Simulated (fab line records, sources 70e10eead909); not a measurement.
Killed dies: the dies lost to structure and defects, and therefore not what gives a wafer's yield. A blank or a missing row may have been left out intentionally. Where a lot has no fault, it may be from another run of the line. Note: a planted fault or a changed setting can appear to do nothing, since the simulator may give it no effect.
Chamber matching	flow nand_harc	NHARC_P_STI_DESCUM_14 on rie_diel-09: 4 sister chambers
The step chemistry O2, time 3 s. 4 wafers are shown with their chamber, then 8 later ones without.

EACH WAFER AND ITS CHAMBER
wafer	chamber	drypump_motor_current_A (A)
L077.4	2	6.3
L082.1	0	5.0
L082.5	1	5.8
L087.1	3	5.6

WAFERS WITH NO CHAMBER GIVEN
wafer	drypump_motor_current_A (A)
L087.5	6.2
L087.6	5.8
L092.1	6.2
L092.2	5.6
L092.5	6.2
L093.2	5.6
L093.4	5.0
L093.5	5.0

WHICH CHAMBER EACH ONE RAN IN
wafer	from the rows above	in truth
L087.5	2	2
L087.6	1	1
L092.1	2	2
L092.2	3	3
L092.5	2	2
L093.2	3	3
L093.4	0	0
L093.5	0	0
8 of 8 placed correctly. Can't be placed from these rows: 0. Number placed wrongly: 0.
How it was worked out, from the rows above alone: a wafer's distance from a chamber is the root of the sum, over the readings, of the square of ((its reading less the chamber's mean) divided by the reading's scatter). If the next closest chamber is less than 2 further off than the closest, the wafer can't be placed; otherwise it belongs to the closest. A chamber's mean is the mean of its shown wafers. The scatter: root of mean squared gap, hidden wafer to nearest shown wafer, with one shown wafer a chamber.
